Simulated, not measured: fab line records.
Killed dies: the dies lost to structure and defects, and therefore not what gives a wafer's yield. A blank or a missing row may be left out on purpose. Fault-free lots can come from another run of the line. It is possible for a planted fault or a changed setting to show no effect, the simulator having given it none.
fab line records    flow nand-harc
record: lots: 24  wafers: 72  last-day: 29
route steps=1159 shown A_WL_FILL@813 A_CONTACT@843
lots that met no fault: from a run of the same line without faults
start-h: the number of hours between the record's first day and the start of the first shown wafer of the lot    wait-h: time in hours since the lot's previous step    " as in the row above    L1.1+2: several wafers, shown together as one row    - value missing, or start not given    * or withheld: withheld    < > ~ a bound
route shown NAME@n: NAME is a module with steps in the file, n the number in the route of the first one    usual: mean and standard deviation over wafers with no fault    same: alike in all rows    chamber/n: place in a boat    sites: each site's reading    _std_site: how widely they spread, as a standard deviation    _edge_site: inner sites' mean taken away from outer sites' mean    radius-mm: for every site, how far away it sits from the centre of the wafer    mask NAME#n: copy n    behind: the most recent tool/chamber to have shaped the wafer    hold: reason for holding the lot/hours on hold/outcome of the hold    device: whichever transistor did not switch (one of n, p or np)    end of line: tests of these same wafers at the route's end    a step with no rows: only its recipe    killed: at the first sort, the dies lost to defects and structure; wafer yield is something else    map: a wafer's dies, x killed, . not, _ none there
set.NAME: the setting that was run; set.NAME@STEP: the one run at that earlier step    model.NAME: the simulator's own value behind a step, which no gauge read
one table for each step of the route and one row for each wafer, over a sample of lots
services: a tool's chamber out of use, with start hour (start-h, from the record's first day; less than 0 if before it), hours out, and reason
== steps ==
step: NHARC_A_WL_FILL_CVD_03
recipe: target-thk-a: 400  temp-c: 300  pressure-torr: 40  wf6-flow-sccm: 40  h2-flow-sccm: 1600  ar-flow-sccm: 1560  time-s: 3302  material: W
usual: heater-power-w: 468/56  throttle-valve-pct: 7.89/0.25
lot.wafer  tool      chamber  start-h  wait-h  heater-power-w  throttle-valve-pct
L077.1     cvd-w-02  1        403.22   6.1     498             7.72
L077.4     "         0        404.64   7.5     449             7.40
L077.6     "         1        "        "       504             7.74
L078.1     cvd-w-01  1        405.43   8.3     369             8.09
L078.3     "         0        406.85   9.7     533             8.33
L078.6     "         0        "        "       523             7.95
L074.1     cvd-w-02  1        411.40   11.5    509             7.73
L074.6     "         1        413.30   13.4    501             7.72
L074.5     "         0        "        "       454             7.61
L076.1     cvd-w-02  1        414.25   8.4     500             7.81
L076.2     "         0        "        "       456             7.57
L076.6     "         1        416.08   10.2    509             7.65
L075.1     cvd-w-01  0        415.38   9.4     535             8.13
L075.2     "         1        "        "       382             7.93
L075.5     "         1        417.75   11.7    375             7.96
L080.4     cvd-w-02  0        418.42   6.1     454             7.67
L080.6     "         1        "        "       504             7.81
L080.5     "         0        "        "       454             7.80
L082.1     cvd-w-02  0        420.38   3.8     465             7.38
L082.2     "         1        "        "       489             8.00
L082.5     "         1        422.73   6.1     509             7.94
L084.2     cvd-w-02  0        423.20   6.3     456             7.59
L084.4     "         0        "        "       457             7.68
L084.5     "         0        "        "       458             7.68
L079.4     cvd-w-01  0        423.96   7.2     506             7.94
L079.5     "         1        "        "       380             8.01
L079.6     "         0        "        "       522             8.16
L081.2     cvd-w-01  0        425.40   8.3     524             8.21
L081.3     "         1        426.82   9.7     376             7.87
L081.6     "         1        "        "       381             8.08
L083.2     cvd-w-01  1        428.24   8.4     378             8.30
L083.3     "         1        "        "       376             8.16
L083.5     "         1        "        "       381             8.30
L085.2     cvd-w-01  0        436.14   6.9     524             8.07
L085.1     "         1        "        "       380             7.96
L085.6     "         1        438.52   9.3     373             7.99
L087.1     cvd-w-01  1        438.99   9.6     383             7.93
L087.2     "         0        "        "       525             8.03
L087.6     "         0        441.33   11.9    534             8.12
L088.1     cvd-w-02  0        456.05   16.3    454             7.72
L088.2     "         1        "        "       505             7.66
L088.4     "         1        "        "       502             7.88
L089.2     cvd-w-01  0        456.33   16.4    536             8.30
L089.4     "         1        457.73   17.8    376             8.29
L089.5     "         1        "        "       370             7.95
L093.2     cvd-w-02  0        464.74   18.8    466             7.76
L093.1     "         1        "        "       500             8.09
L093.6     "         0        466.60   20.7    471             7.59
L095.2     cvd-w-01  0        469.94   23.9    525             7.86
L095.4     "         1        "        "       373             8.21
L095.5     "         0        471.84   25.8    533             8.08
L092.1     cvd-w-01  1        472.32   25.9    376             8.32
L092.2     "         0        "        "       538             7.86
L092.6     "         0        474.70   28.3    538             8.03
L091.4     cvd-w-02  1        473.32   27.1    499             7.82
L091.6     "         0        "        "       471             7.75
L091.5     "         1        "        "       510             7.58
L094.1     cvd-w-01  0        476.19   25.0    535             8.09
L094.3     "         1        "        "       377             8.14
L094.6     "         1        "        "       371             8.27
L090.2     cvd-w-02  0        476.99   21.1    463             7.69
L090.1     "         1        "        "       514             7.96
L090.6     "         0        478.87   23.0    460             7.63
L086.1     cvd-w-02  0        480.27   24.2    455             7.70
L086.3     "         1        "        "       514             8.05
L086.5     "         1        "        "       514             7.95
L097.1     cvd-w-02  0        494.12   24.5    454             7.61
L097.2     "         1        "        "       511             7.70
L097.6     "         0        495.99   26.4    460             7.43
L096.1     cvd-w-02  0        500.96   28.5    466             7.27
L096.4     "         0        "        "       444             7.62
L096.5     "         1        "        "       505             7.89
step: NHARC_A_WL_FILL_ETCHBACK_17
recipe: target-depth-a: 40  time-s: 26.7  chemistry: Cl2/BCl3
usual: drypump-motor-current-A: 5.7/0.55  oes-product-au: 1.007/0.0096
lot.wafer  tool          chamber  start-h  wait-h  drypump-motor-current-A  oes-product-au  rf-hours-counter-h
L077.1     rie-metal-02  1        417.30   -       5.6                      1.007           0.7
L077.4     "             0        "        "       5.6                      0.998           -
L077.6     "             1        "        "       5.6                      1.004           -
L078.1     rie-metal-01  0        422.99   -       4.7                      1.010           2.0
L078.3     "             0        "        "       4.7                      0.997           -
L078.6     "             0        "        "       4.7                      1.011           -
L076.1     rie-metal-03  1        427.82   -       6.0                      0.996           2.6
L076.2     "             0        "        "       6.0                      0.998           2.7
L076.6     "             0        "        "       6.0                      0.982           -
L074.1     rie-metal-01  0        430.11   -       4.7                      1.011           2.3
L074.6     "             0        "        "       4.7                      1.013           -
L074.5     "             1        "        "       6.3                      0.999           -
L075.2     rie-metal-02  1        430.90   -       5.6                      1.020           1.5
L075.1     "             0        "        "       5.6                      0.988           1.5
L075.5     "             0        "        "       5.6                      1.004           -
L080.4     rie-metal-03  1        433.48   -       6.0                      1.011           -
L080.6     "             1        "        "       6.0                      1.013           -
L080.5     "             0        "        "       6.0                      1.000           -
L082.1     rie-metal-02  0        433.70   -       5.6                      1.007           1.5
L082.2     "             1        "        "       5.6                      1.007           1.5
L082.5     "             0        "        "       5.6                      0.999           -
L081.2     rie-metal-03  0        438.10   -       6.0                      1.006           2.9
L081.3     "             0        "        "       6.0                      0.997           -
L081.6     "             1        "        "       6.0                      1.000           -
L079.4     rie-metal-01  0        438.13   -       4.7                      0.999           -
L079.6     "             0        "        "       4.7                      0.999           -
L079.5     "             1        "        "       6.2                      0.992           -
L084.2     rie-metal-01  1        440.64   -       6.2                      0.996           2.7
L084.4     "             0        "        "       4.7                      1.002           -
L084.5     "             0        "        "       4.7                      1.001           -
L083.2     rie-metal-02  0        442.35   -       5.6                      1.002           1.8
L083.3     "             1        "        "       5.6                      1.015           -
L083.5     "             0        "        "       5.6                      1.004           -
L087.1     rie-metal-01  0        452.41   -       4.7                      1.008           2.8
L087.2     "             1        "        "       6.3                      0.999           2.8
L087.6     "             1        "        "       6.3                      0.999           -
L085.1     rie-metal-02  1        452.47   -       5.6                      1.006           1.9
L085.2     "             0        "        "       5.6                      1.003           1.9
L085.6     "             1        "        "       5.6                      1.005           -
L088.2     rie-metal-01  1        470.51   -       6.2                      0.997           3.1
L088.1     "             0        "        "       4.7                      1.005           3.1
L088.4     "             1        "        "       6.2                      1.002           -
L089.2     rie-metal-02  1        470.98   -       5.6                      1.007           2.2
L089.4     "             0        "        "       5.6                      1.005           -
L089.5     "             1        "        "       5.6                      1.025           -
L093.1     rie-metal-01  1        478.72   -       6.3                      1.005           3.4
L093.2     "             0        "        "       4.7                      1.016           3.4
L093.6     "             1        "        "       6.3                      1.000           -
L095.2     rie-metal-02  1        484.62   -       5.6                      1.020           2.7
L095.4     "             1        "        "       5.6                      1.025           -
L095.5     "             0        "        "       5.6                      1.011           -
L092.1     rie-metal-01  0        484.65   -       4.7                      1.008           3.7
L092.2     "             1        "        "       6.2                      1.005           3.7
L092.6     "             0        "        "       4.7                      1.004           -
L091.4     rie-metal-03  1        484.67   -       6.0                      1.018           -
L091.5     "             0        "        "       6.0                      1.030           -
L091.6     "             1        "        "       6.0                      1.026           -
L090.2     rie-metal-01  1        489.84   -       6.3                      1.002           3.7
L090.1     "             0        "        "       4.7                      0.995           3.7
L090.6     "             0        "        "       4.7                      0.996           -
L094.1     rie-metal-03  0        489.86   -       6.0                      1.014           1.0
L094.3     "             1        "        "       6.0                      1.018           -
L094.6     "             1        "        "       6.0                      1.019           -
L086.1     rie-metal-01  0        496.22   -       4.7                      1.006           3.8
L086.3     "             0        "        "       4.7                      1.013           -
L086.5     "             0        "        "       4.7                      1.002           -
L097.2     rie-metal-03  1        509.03   -       6.0                      1.014           1.5
L097.1     "             0        "        "       6.0                      1.027           1.5
L097.6     "             1        "        "       6.0                      1.015           -
L096.1     rie-metal-03  0        515.21   -       6.0                      1.022           1.8
L096.4     "             1        "        "       6.0                      1.010           -
L096.5     "             1        "        "       6.0                      1.013           -
step: NHARC_A_CONTACT_DEP_29
recipe: target-thk-a: 700  target-thk-nm: 70  temp-c: 400  pressure-torr: 3.5  flow-sccm: 200  rf-w: 350  material: SiON
usual: heater-power-w: 715/77  showerhead-vpp-V: 1143/45
lot.wafer  tool      chamber  start-h  wait-h  heater-power-w  showerhead-vpp-V
L077.1     pecvd-02  1        442.48   1.9     735             1160
L077.6     "         2        "        "       789             1131
L077.4     "         1        "        "       596             1157
L078.1     pecvd-04  0        444.40   1.8     645             1156
L078.3     "         1        "        "       664             1143
L078.6     "         2        "        "       713             1209
L076.1     pecvd-02  2        450.11   1.8     832             1119
L076.2     "         0        "        "       800             1027
L076.6     "         0        "        "       819             1032
L074.1     pecvd-04  1        450.29   1.9     686             1125
L074.6     "         2        "        "       723             1223
L074.5     "         0        "        "       685             1155
L075.2     pecvd-02  2        456.11   1.5     875             1121
L075.1     "         0        "        "       712             1021
L075.5     "         2        "        "       894             1107
L082.1     pecvd-02  2        464.32   1.9     801             1121
L082.2     "         0        "        "       682             1041
L082.5     "         2        "        "       820             1127
L080.5     pecvd-03  1        465.48   0.7     705             1134
L080.4     "         2        "        "       710             1156
L080.6     "         0        "        "       770             1101
L079.5     pecvd-04  2        470.97   0.5     693             1185
L079.6     "         0        "        "       667             1166
L079.4     "         1        "        "       638             1142
L081.3     pecvd-03  0        471.42   1.2     855             1122
L081.2     "         1        "        "       732             1139
L081.6     "         1        "        "       722             1145
L084.2     pecvd-02  0        475.93   1.5     727             1023
L084.5     "         0        "        "       737             1018
L084.4     "         2        "        "       739             1122
L083.2     pecvd-02  2        480.52   1.7     755             1119
L083.3     "         1        "        "       678             1156
L083.5     "         2        "        "       759             1115
L087.2     pecvd-02  2        493.24   1.5     883             1118
L087.1     "         1        "        "       692             1161
L087.6     "         2        "        "       884             1119
L085.1     pecvd-04  2        496.45   1.9     639             1222
L085.2     "         1        "        "       628             1148
L085.6     "         1        "        "       620             1145
L088.1     pecvd-02  1        508.97   1.9     666             1131
L088.2     "         2        "        "       786             1110
L088.4     "         2        "        "       787             1130
L089.2     pecvd-03  2        511.84   1.6     709             1159
L089.4     "         0        "        "       772             1117
L089.5     "         2        "        "       730             1158
L093.2     pecvd-04  2        516.14   1.5     642             1168
L093.1     "         0        "        "       677             1142
L093.6     "         0        "        "       670             1176
L092.2     pecvd-04  2        518.48   1.5     650             1201
L092.1     "         1        "        "       680             1153
L092.6     "         1        "        "       699             1133
L091.4     pecvd-04  0        520.89   0.8     654             1147
L091.5     "         1        "        "       637             1155
L091.6     "         2        "        "       617             1197
L095.2     pecvd-03  0        523.37   1.5     903             1115
L095.4     "         0        "        "       891             1109
L095.5     "         1        "        "       877             1148
L094.1     pecvd-03  1        527.63   1.9     865             1131
L094.3     "         0        "        "       782             1118
L094.6     "         0        "        "       809             1112
L090.1     pecvd-04  1        528.05   1.9     700             1138
L090.2     "         2        "        "       633             1189
L090.6     "         0        "        "       618             1168
L086.1     pecvd-04  1        536.99   1.8     689             1157
L086.3     "         0        "        "       590             1142
L086.5     "         1        "        "       685             1161
L097.1     pecvd-04  2        546.99   1.8     729             1189
L097.2     "         0        "        "       662             1166
L097.6     "         1        "        "       680             1165
L096.1     pecvd-04  0        555.13   1.9     669             1173
L096.4     "         0        "        "       666             1165
L096.5     "         1        "        "       668             1140
step: NHARC_A_CONTACT_ETCH_50
recipe: target-depth-a: 847  time-s: 42.4  cf4-flow-sccm: 100  chf3-flow-sccm: 30  ar-flow-sccm: 0  rf-w: 500  bias-w: 200  chemistry: CF4/CHF3
usual: drypump-motor-current-A: 5.8/0.62  oes-product-au: 0.952/0.02  rf-vpp-V: 371.0/2.3  showerhead-plenum-p-Torr: 1.59/0.064  throttle-valve-pct: 16.803/0.0089
lot.wafer  tool         chamber  start-h  wait-h  drypump-motor-current-A  oes-product-au  rf-hours-counter-h  rf-vpp-V  showerhead-plenum-p-Torr  throttle-valve-pct
L077.1     rie-diel-06  0        -        -       6.7                      0.942           4                   372.1     1.60                      16.808
L077.4     "            2        "        "       5.3                      0.947           4                   365.9     1.48                      16.811
L077.6     "            0        "        "       6.7                      0.932           -                   370.6     1.60                      16.812
L078.1     rie-diel-06  2        -        -       5.3                      0.993           4                   366.7     1.48                      16.792
L078.3     "            1        "        "       5.0                      0.987           5                   373.1     1.67                      16.812
L078.6     "            2        "        "       5.3                      0.986           -                   367.1     1.48                      16.801
L076.1     rie-diel-04  3        -        -       5.1                      0.923           72                  375.4     1.67                      16.811
L076.2     "            0        "        "       6.4                      0.932           78                  367.9     1.50                      16.792
L076.6     "            0        "        "       6.4                      0.919           -                   369.1     1.50                      16.803
L074.1     rie-diel-05  0        -        -       5.3                      0.922           48                  370.2     1.57                      16.788
L074.5     "            1        "        "       6.1                      0.923           -                   369.0     1.53                      16.797
L074.6     "            2        "        "       6.4                      0.921           -                   371.8     1.62                      16.796
L075.2     rie-diel-06  2        -        -       5.3                      0.972           7                   368.7     1.48                      16.825
L075.1     "            3        "        "       5.9                      0.970           7                   373.1     1.64                      16.797
L075.5     "            2        "        "       5.3                      0.968           -                   367.6     1.48                      16.812
L082.1     rie-diel-05  1        466.00   -       6.1                      0.918           46                  369.8     1.53                      16.799
L082.2     "            2        "        "       6.5                      0.928           51                  371.7     1.62                      16.805
L082.5     "            1        "        "       6.1                      0.926           -                   369.2     1.53                      16.823
L080.4     rie-diel-05  2        -        -       6.4                      0.923           52                  372.8     1.62                      16.801
L080.6     "            1        "        "       6.1                      0.925           -                   368.4     1.53                      16.791
L080.5     "            2        "        "       6.5                      0.918           -                   371.7     1.62                      16.805
L079.4     rie-diel-06  2        -        -       5.3                      0.947           11                  368.1     1.48                      16.815
L079.6     "            3        "        "       5.9                      0.926           -                   372.0     1.64                      16.813
L079.5     "            0        "        "       6.7                      0.950           -                   370.8     1.60                      16.790
L081.2     rie-diel-06  1        -        -       5.0                      0.958           12                  373.3     1.67                      16.808
L081.3     "            3        "        "       5.9                      0.973           12                  373.2     1.64                      16.795
L081.6     "            0        "        "       6.7                      0.969           -                   371.6     1.60                      16.804
L084.4     rie-diel-06  1        -        -       5.0                      0.921           14                  374.4     1.67                      16.812
L084.2     "            2        "        "       5.3                      0.927           14                  367.9     1.48                      16.798
L084.5     "            1        "        "       5.0                      0.924           -                   374.1     1.67                      16.824
L083.3     rie-diel-04  2        -        -       6.4                      0.965           3                   371.9     1.58                      16.801
L083.2     "            3        "        "       5.1                      0.954           3                   372.2     1.67                      16.811
L083.5     "            1        "        "       5.4                      0.970           -                   370.2     1.58                      16.795
L087.2     rie-diel-04  1        -        -       5.4                      0.964           8                   371.9     1.58                      16.811
L087.1     "            3        "        "       5.1                      0.966           7                   374.2     1.67                      16.802
L087.6     "            1        "        "       5.4                      0.967           -                   371.1     1.58                      16.813
L085.1     rie-diel-04  0        -        -       6.4                      0.955           8                   367.7     1.50                      16.804
L085.2     "            2        "        "       6.5                      0.949           9                   369.5     1.58                      16.805
L085.6     "            3        "        "       5.1                      0.940           -                   372.6     1.67                      16.806
L088.4     rie-diel-06  1        -        -       5.0                      0.973           19                  373.1     1.67                      16.788
L088.1     "            2        "        "       5.3                      0.956           18                  366.7     1.48                      16.799
L088.2     "            3        "        "       5.9                      0.962           19                  373.7     1.64                      16.802
L089.2     rie-diel-06  0        -        -       6.7                      0.976           20                  371.7     1.60                      16.805
L089.4     "            1        "        "       5.0                      0.975           19                  373.5     1.67                      16.795
L089.5     "            0        "        "       6.7                      0.981           -                   373.1     1.60                      16.805
L093.2     rie-diel-04  1        -        -       5.4                      0.959           14                  370.1     1.58                      16.798
L093.1     "            3        "        "       5.1                      0.989           13                  374.6     1.67                      16.804
L093.6     "            1        "        "       5.4                      0.955           -                   371.4     1.58                      16.800
L092.1     rie-diel-04  2        -        -       6.4                      0.955           16                  371.1     1.57                      16.804
L092.2     "            0        "        "       6.4                      0.984           15                  367.9     1.50                      16.799
L092.6     "            2        "        "       6.4                      0.967           -                   372.0     1.57                      16.803
L091.4     rie-diel-06  3        -        -       5.9                      0.939           22                  372.4     1.64                      16.796
L091.5     "            1        "        "       5.0                      0.961           -                   373.3     1.67                      16.801
L091.6     "            2        "        "       5.3                      0.954           -                   367.1     1.48                      16.824
L095.2     rie-diel-06  1        -        -       5.0                      0.958           22                  372.9     1.67                      16.810
L095.4     "            0        "        "       6.7                      0.953           23                  371.4     1.60                      16.815
L095.5     "            1        "        "       5.0                      0.946           -                   372.9     1.67                      16.795
L094.1     rie-diel-04  1        -        -       5.4                      0.943           20                  370.2     1.58                      16.788
L094.3     "            2        "        "       6.4                      0.943           21                  370.6     1.57                      16.812
L094.6     "            3        "        "       5.1                      0.965           -                   372.5     1.66                      16.782
L090.1     rie-diel-06  1        -        -       5.0                      0.953           24                  373.6     1.66                      16.802
L090.2     "            2        "        "       5.3                      0.983           23                  366.7     1.48                      16.804
L090.6     "            1        "        "       5.0                      0.958           -                   374.4     1.67                      16.817
L086.1     rie-diel-04  3        -        -       5.1                      0.966           25                  372.8     1.66                      16.794
L086.3     "            1        "        "       5.4                      0.963           25                  372.0     1.58                      16.811
L086.5     "            2        "        "       6.4                      0.949           -                   369.7     1.57                      16.806
L097.1     rie-diel-05  1        -        -       6.1                      0.920           9                   369.6     1.52                      16.790
L097.2     "            2        "        "       6.5                      0.940           8                   371.0     1.61                      16.804
L097.6     "            1        "        "       6.1                      0.930           -                   367.8     1.52                      16.788
L096.1     rie-diel-06  0        -        -       6.8                      0.959           29                  371.8     1.60                      16.790
L096.4     "            1        "        "       5.0                      0.979           29                  373.2     1.66                      16.787
L096.5     "            3        "        "       5.8                      0.956           -                   373.6     1.63                      16.803
step: NHARC_A_CONTACT_ETCH_113
recipe: source-w: withheld  pressure-mtorr: 20  bias-v: 3000  time-s: 94  target-depth-a: 9220  ar-flow-sccm: withheld  c4f8-flow-sccm: withheld  o2-flow-sccm: withheld  chemistry: C4F8/O2/Ar
lot.wafer  tool             chamber  start-h  wait-h  rf-hours-counter-h
L077.1     har-cap-etch-02  0        445.37   0.1     9
L077.4     "                0        "        "       -
L077.6     "                0        "        "       -
L078.1     har-cap-etch-01  1        446.87   0.1     55
L078.3     "                0        "        "       -
L078.6     "                0        "        "       -
L076.1     har-cap-etch-03  0        452.56   0.1     81
L076.2     "                1        "        "       81
L076.6     "                1        "        "       -
L074.1     har-cap-etch-02  0        453.08   0.1     11
L074.5     "                1        "        "       -
L074.6     "                0        "        "       -
L075.2     har-cap-etch-01  1        458.42   0.1     58
L075.1     "                0        "        "       58
L075.5     "                1        "        "       -
L082.1     har-cap-etch-02  1        467.05   0.1     15
L082.2     "                0        "        "       15
L082.5     "                1        "        "       -
L080.4     har-cap-etch-01  1        468.49   0.1     -
L080.5     "                1        "        "       -
L080.6     "                0        "        "       -
L079.4     har-cap-etch-01  0        473.92   0.1     -
L079.6     "                1        "        "       -
L079.5     "                0        "        "       -
L081.2     har-cap-etch-02  1        474.24   0.1     18
L081.3     "                0        "        "       -
L081.6     "                1        "        "       -
L084.2     har-cap-etch-03  1        478.31   0.1     89
L084.4     "                1        "        "       -
L084.5     "                1        "        "       -
L083.2     har-cap-etch-03  1        483.49   0.1     90
L083.3     "                1        "        "       -
L083.5     "                1        "        "       -
L087.2     har-cap-etch-02  1        495.78   0.1     24
L087.1     "                0        "        "       24
L087.6     "                1        "        "       -
L085.2     har-cap-etch-03  0        498.94   0.1     94
L085.1     "                1        "        "       94
L085.6     "                0        "        "       -
L088.2     har-cap-etch-02  0        511.30   0.1     26
L088.1     "                1        "        "       26
L088.4     "                0        "        "       -
L089.2     har-cap-etch-01  1        514.16   0.1     71
L089.4     "                1        "        "       -
L089.5     "                1        "        "       -
L093.1     har-cap-etch-01  0        518.58   0.1     72
L093.2     "                1        "        "       72
L093.6     "                0        "        "       -
L092.2     har-cap-etch-02  1        522.57   0.1     28
L092.1     "                0        "        "       28
L092.6     "                1        "        "       -
L091.4     har-cap-etch-01  0        523.40   0.1     -
L091.6     "                0        "        "       -
L091.5     "                1        "        "       -
L095.2     har-cap-etch-03  0        526.01   0.1     98
L095.4     "                0        "        "       -
L095.5     "                1        "        "       -
L094.1     har-cap-etch-01  1        530.18   0.1     75
L094.3     "                1        "        "       -
L094.6     "                1        "        "       -
L090.2     har-cap-etch-02  1        530.55   0.1     31
L090.1     "                0        "        "       31
L090.6     "                0        "        "       -
L086.1     har-cap-etch-03  0        539.46   0.1     103
L086.3     "                1        "        "       -
L086.5     "                1        "        "       -
L097.2     har-cap-etch-02  0        550.09   0.1     36
L097.1     "                1        "        "       36
L097.6     "                1        "        "       -
L096.1     har-cap-etch-01  1        557.58   0.1     83
L096.4     "                0        "        "       -
L096.5     "                0        "        "       -
step: NHARC_A_CONTACT_ETCH_90
recipe: target-depth-a: 400  over-etch-frac: 0.5  time-s: 85.7  ion-energy-ev: 120  ch3f-flow-sccm: 50  o2-flow-sccm: 30  ar-flow-sccm: 200  rf-w: 500  bias-w: 100  chemistry: CH3F/O2
usual: drypump-motor-current-A: 5.8/0.6  oes-product-au: 0.96/0.036  rf-vpp-V: 244.6/1.6  showerhead-plenum-p-Torr: 2.47/0.1  throttle-valve-pct: 20.664/0.0081
lot.wafer  tool         chamber  start-h  wait-h  drypump-motor-current-A  oes-product-au  rf-hours-counter-h  rf-vpp-V  showerhead-plenum-p-Torr  throttle-valve-pct
L077.1     rie-diel-06  2        446.87   0.5     5.3                      0.93            5                   242.1     2.32                      20.680
L077.4     "            3        "        "       5.8                      0.92            5                   245.9     2.57                      20.662
L077.6     "            3        "        "       5.9                      0.92            -                   245.9     2.57                      20.654
L078.3     rie-diel-06  3        448.39   0.5     5.9                      0.93            5                   245.5     2.57                      20.666
L078.1     "            1        "        "       5.0                      0.93            6                   246.0     2.61                      20.654
L078.6     "            2        "        "       5.3                      0.94            -                   241.7     2.32                      20.654
L076.2     rie-diel-06  0        454.08   0.5     6.7                      0.98            7                   245.1     2.50                      20.660
L076.1     "            1        "        "       5.0                      0.98            7                   248.2     2.61                      20.663
L076.6     "            3        "        "       5.9                      0.98            -                   246.3     2.56                      20.668
L074.1     rie-diel-04  1        454.99   0.6     5.4                      0.92            77                  244.5     2.48                      20.664
L074.5     "            1        "        "       5.4                      0.92            -                   244.4     2.48                      20.653
L074.6     "            2        "        "       6.4                      0.91            -                   245.2     2.47                      20.675
L075.2     rie-diel-05  0        459.95   0.6     5.3                      0.99            52                  244.2     2.45                      20.679
L075.1     "            1        "        "       6.1                      0.99            44                  243.6     2.39                      20.666
L075.5     "            1        "        "       6.1                      0.99            -                   243.0     2.39                      20.664
L082.1     rie-diel-06  3        468.97   1.0     5.9                      0.92            10                  245.2     2.56                      20.668
L082.2     "            1        "        "       5.0                      0.92            11                  246.0     2.61                      20.643
L082.5     "            3        "        "       5.8                      0.91            -                   246.2     2.56                      20.670
L080.4     rie-diel-06  1        469.98   0.4     5.0                      1.00            11                  246.7     2.61                      20.663
L080.6     "            1        "        "       5.0                      0.99            -                   245.3     2.61                      20.660
L080.5     "            2        "        "       5.3                      1.00            -                   242.4     2.31                      20.655
L081.2     rie-diel-06  1        475.74   0.5     5.0                      0.92            13                  246.1     2.61                      20.675
L081.3     "            3        "        "       5.9                      0.91            13                  245.8     2.56                      20.656
L081.6     "            1        "        "       5.0                      0.91            -                   246.1     2.61                      20.657
L079.4     rie-diel-04  3        476.01   0.5     5.1                      1.00            0                   248.2     2.61                      20.669
L079.6     "            0        "        "       6.4                      1.01            -                   242.9     2.34                      20.664
L079.5     "            1        "        "       5.4                      0.99            -                   244.2     2.47                      20.656
L084.4     rie-diel-04  0        479.81   0.4     6.4                      0.99            2                   242.1     2.34                      20.662
L084.2     "            1        "        "       5.4                      1.00            2                   244.3     2.47                      20.641
L084.5     "            0        "        "       6.4                      1.01            -                   243.1     2.34                      20.670
L083.2     rie-diel-04  1        485.00   0.5     5.4                      0.92            4                   245.7     2.47                      20.665
L083.3     "            3        "        "       5.1                      0.93            3                   246.8     2.61                      20.664
L083.5     "            2        "        "       6.4                      0.92            -                   244.1     2.46                      20.668
L087.2     rie-diel-06  2        497.32   0.6     5.3                      1.00            17                  241.6     2.31                      20.674
L087.1     "            0        "        "       6.7                      0.99            17                  245.3     2.50                      20.674
L087.6     "            2        "        "       5.3                      1.01            -                   243.6     2.31                      20.670
L085.2     rie-diel-06  2        500.52   0.6     5.3                      1.00            18                  242.8     2.31                      20.653
L085.1     "            3        "        "       5.9                      1.00            18                  244.2     2.56                      20.667
L085.6     "            1        "        "       5.0                      1.00            -                   246.0     2.61                      20.667
L088.2     rie-diel-05  2        512.81   0.6     6.4                      0.93            70                  246.9     2.52                      20.655
L088.4     "            0        "        "       5.3                      0.92            74                  243.4     2.44                      20.661
L088.1     "            1        "        "       6.1                      0.93            65                  243.7     2.38                      20.666
L089.2     rie-diel-04  2        515.66   0.5     6.4                      1.00            15                  246.4     2.46                      20.656
L089.4     "            0        "        "       6.4                      0.99            12                  242.7     2.34                      20.667
L089.5     "            2        "        "       6.4                      0.99            -                   244.1     2.46                      20.655
L093.1     rie-diel-06  3        520.14   0.6     5.9                      0.99            21                  246.5     2.56                      20.681
L093.2     "            1        "        "       5.0                      0.98            21                  245.7     2.61                      20.675
L093.6     "            0        "        "       6.7                      0.98            -                   244.7     2.50                      20.682
L092.1     rie-diel-06  0        524.09   0.5     6.7                      1.00            23                  245.2     2.50                      20.672
L092.2     "            3        "        "       5.9                      0.98            22                  245.7     2.56                      20.667
L092.6     "            0        "        "       6.7                      0.99            -                   245.2     2.50                      20.659
L091.4     rie-diel-04  3        525.15   0.7     5.1                      1.00            18                  247.0     2.61                      20.667
L091.5     "            0        "        "       6.4                      1.01            -                   243.7     2.33                      20.662
L091.6     "            1        "        "       5.4                      0.98            -                   244.2     2.47                      20.675
L095.4     rie-diel-05  1        527.52   0.4     6.1                      0.99            0                   243.2     2.38                      20.659
L095.2     "            2        "        "       6.5                      1.00            0                   245.5     2.52                      20.658
L095.5     "            1        "        "       6.1                      0.99            -                   242.9     2.38                      20.659
L094.3     rie-diel-05  0        531.76   0.5     5.3                      0.99            1                   243.8     2.44                      20.667
L094.1     "            1        "        "       6.1                      0.98            2                   244.2     2.38                      20.670
L094.6     "            1        "        "       6.1                      0.98            -                   243.8     2.38                      20.657
L090.1     rie-diel-06  2        532.06   0.5     5.3                      0.94            25                  243.6     2.31                      20.658
L090.2     "            0        "        "       6.7                      0.92            26                  244.1     2.50                      20.681
L090.6     "            3        "        "       5.9                      0.92            -                   244.3     2.56                      20.663
L086.3     rie-diel-04  2        540.96   0.5     6.4                      0.92            27                  243.8     2.45                      20.657
L086.1     "            3        "        "       5.1                      0.94            26                  246.0     2.60                      20.660
L086.5     "            2        "        "       6.4                      0.93            -                   242.6     2.46                      20.661
L097.2     rie-diel-04  3        551.60   0.5     5.1                      1.00            31                  247.2     2.60                      20.666
L097.1     "            0        "        "       6.4                      1.00            29                  242.6     2.33                      20.657
L097.6     "            3        "        "       5.1                      1.00            -                   246.5     2.60                      20.651
L096.4     rie-diel-06  1        559.10   0.4     5.0                      0.92            30                  245.6     2.60                      20.664
L096.1     "            3        "        "       5.9                      0.92            30                  244.5     2.55                      20.663
L096.5     "            0        "        "       6.7                      0.90            -                   245.9     2.50                      20.652
== services ==
tool             chamber  start-h  hours  kind
cvd-w-02         0        380.39   2.5    repair
rie-diel-06      1        383.52   8.2    repair
rie-metal-02     -        388.00   9.0    pm
rie-diel-04      3        408.30   13.9   repair
rie-diel-05      1        417.88   5.9    repair
rie-diel-06      -        418.69   9.0    pm
rie-diel-05      3        449.53   12.9   repair
rie-metal-03     -        453.00   9.0    pm
rie-diel-04      3        461.57   8.7    repair
rie-diel-04      -        466.00   9.0    pm
har-cap-etch-01  -        467.90   0.2    repair
pecvd-03         -        473.16   13.0   pm
cvd-w-01         -        478.55   13.0   pm
pecvd-02         1        481.59   9.4    repair
rie-diel-05      1        481.75   4.3    repair
pecvd-02         0        481.85   19.0   repair
rie-metal-01     -        509.00   9.0    pm
pecvd-02         -        515.14   13.0   pm
rie-diel-05      -        518.18   9.0    pm
rie-metal-03     -        524.99   2.2    repair
rie-metal-01     -        527.47   0.3    repair
rie-metal-02     0        542.53   4.7    repair
har-cap-etch-03  -        545.00   17.0   pm
pecvd-04         -        557.27   13.0   pm
== key ==
fault none
